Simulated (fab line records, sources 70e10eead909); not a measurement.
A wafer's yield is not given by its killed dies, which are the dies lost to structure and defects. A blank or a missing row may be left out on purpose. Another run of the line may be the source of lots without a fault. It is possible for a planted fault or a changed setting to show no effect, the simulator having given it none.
Matching of chambers | flow nandHarc | 4 sister chambers for NHARC_HYBRID_BOND_ACTIVATE_00 on rieDiel-03
The step chemistry N2, time 60 s. 4 wafers are shown with their chamber, then 7 later ones without.

## WAFERS, EACH WITH ITS CHAMBER
wafer  | chamber | drypumpMotorCurrentA (A)
L899.5 | 1       | 6.1
L899.6 | 2       | 6.3
L905.1 | 0       | 5.5
L905.2 | 3       | 5.7

## WAFERS WITH NO CHAMBER GIVEN
wafer  | drypumpMotorCurrentA (A)
L905.6 | 6.3
L906.1 | 6.1
L906.2 | 5.4
L906.4 | 6.3
L914.1 | 5.5
L914.2 | 5.7
L914.6 | 6.1

## EACH ONE'S CHAMBER
wafer  | from the rows above | in truth
L905.6 | 2                   | 2
L906.1 | 1                   | 1
L906.2 | 0                   | 0
L906.4 | 2                   | 2
L914.1 | 0                   | 0
L914.2 | 3                   | 3
L914.6 | 1                   | 1
Correctly placed: 7 of 7. Can't be placed from these rows: 0. Wrongly placed: 0.
How it was worked out, from the rows above alone: a wafer's distance from a chamber is the root of the sum, over the readings, of the square of ((its reading less the chamber's mean) divided by the reading's scatter). The wafer belongs to the nearest chamber; if the next one is less than 2 further off, it can't be placed. Each chamber's mean is taken over the wafers shown for it. The scatter (one wafer shown for each chamber): square how far every hidden wafer sits from the nearest shown wafer, average those squares and take the square root.
